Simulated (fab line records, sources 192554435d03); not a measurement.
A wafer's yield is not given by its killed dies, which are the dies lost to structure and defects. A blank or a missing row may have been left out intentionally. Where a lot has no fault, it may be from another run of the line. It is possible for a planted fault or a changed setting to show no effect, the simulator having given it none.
Chamber matching | flow n5Finfet | N5_BEOL_M0_SAQP_PECVD_96 on pecvd-04 has 3 sister chambers
The step deposits a-Si from SiH4/He, target thk 45 nm, time 45.2 s. 3 wafers are shown with their chamber, then 8 later ones without.

WAFERS WITH THEIR CHAMBER
wafer  | chamber | showerheadPlenumPTorr (Torr)
L090.3 | 0       | 5.65
L090.6 | 1       | 5.70
L093.1 | 2       | 5.70

WAFERS WHOSE CHAMBER IS MISSING
wafer  | showerheadPlenumPTorr (Torr)
L093.4 | 5.65
L093.5 | 5.71
L094.2 | 5.63
L094.3 | 5.63
L094.4 | 5.70
L097.1 | 5.65
L097.4 | 5.69
L097.5 | 5.68

WHICH CHAMBER EACH WENT THROUGH
wafer  | from the rows above          | in truth
L093.4 | 0                            | 0
L093.5 | can't be placed: 1 or 2      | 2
L094.2 | 0                            | 0
L094.3 | 0                            | 0
L094.4 | can't be placed: 1 or 2      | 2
L097.1 | 0                            | 0
L097.4 | can't be placed: 1 or 2      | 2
L097.5 | can't be placed: 1 or 2 or 0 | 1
Correctly placed: 4 of 8. These rows do not allow placing 4 (true chamber among the candidates in 4). 0 placed wrongly.
How it was worked out, from the rows above alone: a wafer's distance from a chamber is the root of the sum, over the readings, of the square of ((its reading less the chamber's mean) divided by the reading's scatter). The wafer belongs to the nearest chamber; if the next one is less than 2 further off, it can't be placed. The mean given for a chamber averages the wafers shown for that chamber. The scatter (one wafer shown for each chamber): square how far every hidden wafer sits from the nearest shown wafer, average those squares and take the square root.
